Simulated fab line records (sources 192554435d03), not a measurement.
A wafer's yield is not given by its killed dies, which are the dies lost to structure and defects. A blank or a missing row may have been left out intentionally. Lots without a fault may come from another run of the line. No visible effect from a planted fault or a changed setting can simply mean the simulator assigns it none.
Comparing a struck lot with a sound one / flow n5_finfet / 26 out of 1938 route steps
Sound: these wafers, L175.1, L175.4, L175.6. Struck: wafer L167.4 (left out: L167.2, L167.6 of the same lot, which were not struck); the cause appears at the end.
For every step that has rows: the tool of each side, followed by ch and its chambers, followed by its first start. Under that, the readings that differ: sound wafers / struck wafers / difference of the means / sigmas: that difference in standard deviations of wafers without a fault.
alike: readings whose means differ by less than 2 such deviations, and words and numbers that are the same on both sides. not compared: withheld readings, readings that some wafer has no value for, bounds like >300 that may hide the same value, and numbers for which the record gives no deviation and whose values overlap.
A row with sigmas, a row that says differs or no value, or rows on one side alone: a step with any of these is where the two part. Non-overlapping numbers with no deviation appear without sigmas and do not part them. A reading that every wafer of one side lacks parts them only if that side has two wafers or more.

first, 9 steps without rows for these wafers: N5_BEOL_M0_SAQP_EXPOSE_11 (exposes mask M0 CORE, target cd 42 nm); N5_BEOL_M0_SAQP_PEB_12 (peb time 60 s); N5_BEOL_M0_SAQP_DEVELOP_13 (develop time 30 s); N5_BEOL_M0_SAQP_DESCUM_19 (chemistry O2, time 7.9 s); N5_BEOL_M0_SAQP_ETCH_83 (etches SiARC in CF4, target depth 39 nm, time 65 s); N5_BEOL_M0_SAQP_ETCH_84 (etches SOC in N2/H2, target depth 100 nm, overetch 20 nm, time 150 s); N5_BEOL_M0_SAQP_STRIP_80 (strips in N2/H2); N5_BEOL_M0_SAQP_HM_OPEN_112 (chemistry CHF3/O2, target SiO2, stops on a-Si, target depth 12 nm, time 13.5 s); N5_BEOL_M0_SAQP_STRIP_113 (strips in CHF3/O2).
N5_BEOL_M0_SAQP_MANDREL_ETCH_20: etches a-Si in HBr/Cl2, stops on SiNx, target depth 60 nm, bt time 10 s, time 30 s.
  sound on rie_si-01 ch 0,1,2, day 11 02:16; struck on rie_si-04 ch 0, day 9 03:25
reading=rf_fwd_power_W (W); sound=795.8 796.5 797.2; struck=985.1; difference=+188.6; sigmas=+75
reading=model.SOC_of_BEOL_M0_SAQP_COAT_81.thk_nm (nm); sound=74.8 75.8 75.8; struck=73.4; difference=-2.1; sigmas=
reading=model.SiNx_of_BEOL_M0_SAQP_PECVD_97.thk_nm (nm); sound=18.2 18.6 18.8; struck=17; difference=-2; sigmas=
  alike: bias_w, drypump_motor_current_A, oes_product_au, throttle_valve_pct
  not compared: rf_hours_counter_h
then, 12 steps without rows for these wafers: N5_BEOL_M0_SAQP_STRIP_86 (strips in N2/H2); N5_BEOL_M0_SAQP_STRIP_115 (strips in post etch residue remover, time 60 s); N5_BEOL_M0_SAQP_SRD_93 (time 30 s); N5_BEOL_M0_SAQP_RECESS_114 (chemistry HF/NH3, target SiO2, target depth 14.4 nm, afs cycles 3, sublimation time 60 s); N5_BEOL_M0_SAQP_SPACER1_ALD_98 (deposits SiO2, target thk 12.8 nm, pulse time 1 s, purge time 2 s); N5_BEOL_M0_SAQP_SPACER1_ETCHBACK_99 (etches SiO2 in CHF3/O2, target depth 15.4 nm, time 7.7 s); N5_BEOL_M0_SAQP_MANDREL1_REMOVE_100 (chemistry HBr/Cl2/O2, target a-Si, stops on SiNx, bt time 10 s); N5_BEOL_M0_SAQP_ETCH_101 (etches SiNx in CH3F/O2, target depth 29.9 nm, time 42.7 s); N5_BEOL_M0_SAQP_ETCH_102 (etches SiO2 in CF4, target depth 4 nm, time 4.4 s); N5_BEOL_M0_SAQP_MANDREL_ETCH_103 (etches a-Si in HBr/Cl2, stops on SiCN, target depth 45 nm, bt time 10 s, time 27 s); N5_BEOL_M0_SAQP_RECESS_104 (chemistry HF/NH3, target SiO2, target depth 18 nm, afs cycles 3, sublimation time 60 s); N5_BEOL_M0_SAQP_COAT_105 (time 60 s, resist thk 100 nm).
N5_BEOL_M0_SAQP_ETCH_106: etches SOC in N2/H2, stops on SiNx, target depth 150 nm.
  sound on rie_diel-02 ch 1,2,3, day 11 04:19; struck on rie_diel-02 ch 3, day 9 05:27
reading=model.SiNx_of_BEOL_M0_SAQP_PECVD_97.thk_nm (nm); sound=15.2 15.6 15.8; struck=14; difference=-2; sigmas=
  alike: bias_w, drypump_motor_current_A, n2_flow_sccm, oes_product_au, rf_fwd_power_W, rf_vpp_V, showerhead_plenum_p_Torr, throttle_valve_pct
  not compared: rf_hours_counter_h
then, 1 step without rows for these wafers: N5_BEOL_M0_SAQP_ETCH_107 (etches SiNx in CH3F/O2, target depth 30 nm).
-- a jump in the record: the struck wafers' starts before and after are 4 days apart (it breaks off in module BEOL_M0_SAQP and resumes in module BEOL_M4, where the first step shown is number 1111 of the route) --
N5_BEOL_M4_RC_MEAS_101:
  sound on prober-02 ch 0, day 15 01:38; struck on prober-01 ch 0, day 12 23:31
reading=ION_P (uA/um); sound=458 459 464; struck=477; difference=+17; sigmas=+2
  alike: DIBL_N, DIBL_P, IOFF_N, IOFF_P, ION_N, SS_N, SS_P, VT_N, VT_P
then, 1 step without rows for these wafers: N5_PASSIVATION_PROBE_49.

== WHERE THEY PART ==
Earliest at N5_BEOL_M0_SAQP_MANDREL_ETCH_20; latest, in this record, at N5_BEOL_M4_RC_MEAS_101.

WHY: whatever the simulator had introduced
rie_si-04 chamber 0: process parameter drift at N5_BEOL_M0_SAQP_MANDREL_ETCH_20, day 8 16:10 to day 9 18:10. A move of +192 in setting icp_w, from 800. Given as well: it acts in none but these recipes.
